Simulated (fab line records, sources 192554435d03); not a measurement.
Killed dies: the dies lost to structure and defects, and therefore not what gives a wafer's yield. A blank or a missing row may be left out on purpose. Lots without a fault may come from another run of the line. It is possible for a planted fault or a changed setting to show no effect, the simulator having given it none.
Which tool did it? | flow n5_finfet | 32 wafers from 11 lots sampled at 3 of the route's 1938 steps

== WHAT THE GAUGES READ, wafer by wafer ==
N5_PASSIVATION_CD_MEAS_30: the cd target is 4000 nm.
lot  | measured     | on        | cd_nm (nm)
L903 | day 11 19:19 | cd_sem-01 | 4003.1 4000.5 3998.8
L907 | day 12 23:38 | cd_sem-03 | 3999.7 4001.2 4001.7
L908 | day 13 16:17 | cd_sem-03 | 3998.5 3999.1
L911 | day 14 07:58 | cd_sem-02 | 3999.0 4001.5 3997.2
L914 | day 15 04:44 | cd_sem-02 | 4002.7 4001.4 4001.7
L916 | day 15 13:53 | cd_sem-03 | 3998.9 3998.2 4000.6
L919 | day 16 06:46 | cd_sem-01 | 3999.9 3999.2 3997.8
L920 | day 16 02:29 | cd_sem-03 | 3997.6 3998.5 3998.3
L923 | day 17 10:49 | cd_sem-01 | 3998.4 3999.5 3997.7
L924 | day 17 11:13 | cd_sem-02 | 3999.5 3998.1 3995.7
L926 | day 17 11:40 | cd_sem-01 | 3999.7 3998.6 4001.2

== EACH LOT AND THE TOOL THAT RAN IT (in order: tool; ch and the chambers of the sampled wafers; start) ==
lot  | N5_MOL_CONTACT_COAG_CMP_23    | N5_PASSIVATION_DEGAS_18
L903 | cmp-03 ch 0,2,3, day 5 01:56  | pvd_sputter-03, day 11 18:32
L907 | cmp-04 ch 1,3, day 6 03:54    | pvd_sputter-03, day 12 22:59
L908 | cmp-04 ch 0,2, day 6 07:55    | pvd_sputter-02, day 13 15:31
L911 | cmp-04 ch 0,2, day 7 08:20    | pvd_sputter-01, day 14 07:18
L914 | cmp-04 ch 1,2, day 7 22:35    | pvd_sputter-01, day 15 03:57
L916 | cmp-01 ch 0,2,3, day 8 04:02  | pvd_sputter-02, day 15 13:06
L919 | cmp-03 ch 0,1, day 9 04:53    | pvd_sputter-02, day 16 06:06
L920 | cmp-01 ch 0,2,3, day 9 09:31  | pvd_sputter-03, day 16 01:49
L923 | cmp-01 ch 0,1,2, day 9 22:16  | pvd_sputter-02, day 17 10:10
L924 | cmp-01 ch 0,2,3, day 10 03:08 | pvd_sputter-01, day 17 10:27
L926 | cmp-03 ch 0,2,3, day 10 16:19 | pvd_sputter-03, day 17 10:53
- N5_MOL_CONTACT_COAG_CMP_23: polishes, stops on SiO2, t overpolish 1.5 s, target thk 0 nm.
- N5_PASSIVATION_DEGAS_18: time 60 s.

== WHAT THE TOOLS THEMSELVES READ (means of the sampled wafers that have a number; where no wafer has one, the mark that the record gives instead) ==
N5_MOL_CONTACT_COAG_CMP_23.
lot  | tool   | motor_current_A (A) | overpolish_run_s (s) | platen_rpm (rpm) | slurry_flow_ml_min | time_to_endpoint_s (s)
L903 | cmp-03 | 7.7                 | 1.495                | 50.28            | 150.0              | 7.7
L907 | cmp-04 | 7.4                 | 1.498                | 50.26            | 149.7              | 11.0
L908 | cmp-04 | 7.3                 | 1.498                | 50.28            | 150.6              | 9.8
L911 | cmp-04 | 8.0                 | 1.499                | 50.30            | 149.6              | 12.3
L914 | cmp-04 | 7.3                 | 1.497                | 50.32            | 150.0              | 9.2
L916 | cmp-01 | 8.5                 | 1.498                | 50.28            | 150.1              | 8.5
L919 | cmp-03 | 7.2                 | 1.505                | 50.27            | 150.1              | 10.2
L920 | cmp-01 | 8.4                 | 1.486                | 50.30            | 150.3              | 8.8
L923 | cmp-01 | 8.5                 | 1.507                | 50.31            | 150.0              | 8.0
L924 | cmp-01 | 8.5                 | 1.504                | 50.34            | 149.7              | 8.4
L926 | cmp-03 | 7.5                 | 1.505                | 50.29            | 149.7              | 10.1

N5_PASSIVATION_DEGAS_18.
lot  | tool           | heater_power_w (W)
L903 | pvd_sputter-03 | 506
L907 | pvd_sputter-03 | 435
L908 | pvd_sputter-02 | 500
L911 | pvd_sputter-01 | 459
L914 | pvd_sputter-01 | 460
L916 | pvd_sputter-02 | 486
L919 | pvd_sputter-02 | 474
L920 | pvd_sputter-03 | 467
L923 | pvd_sputter-02 | 520
L924 | pvd_sputter-01 | 461
L926 | pvd_sputter-03 | 482

== THE ANSWER, worked out from the rows above alone ==
Rule: usual is defined by the lots themselves. Put in order of their means at a reading, lots are off if they are a third of the lots or fewer, leave a main group of 4 or more, and stand apart from it by a gap of 3 or more times the standard deviation of the main group's means; of several such gaps the widest counts. A main group whose means are all the same, to the digits that the tables above print for the reading, isn't used. A lot without any number at a reading at which 4 lots or more have one is off too. The other lots that the step has rows for count as sound. The gauges are gone through in route order, then the tools' own readings, and for those a lot's mean is taken as printed above. The first step at which some lot is off is used, and at that step the reading that is off furthest; a lot without a number counts as furthest.
Across all readings shown, no lot is off: no conclusion can be drawn from this.

== WHAT WAS PUT IN BY THE SIMULATOR ==
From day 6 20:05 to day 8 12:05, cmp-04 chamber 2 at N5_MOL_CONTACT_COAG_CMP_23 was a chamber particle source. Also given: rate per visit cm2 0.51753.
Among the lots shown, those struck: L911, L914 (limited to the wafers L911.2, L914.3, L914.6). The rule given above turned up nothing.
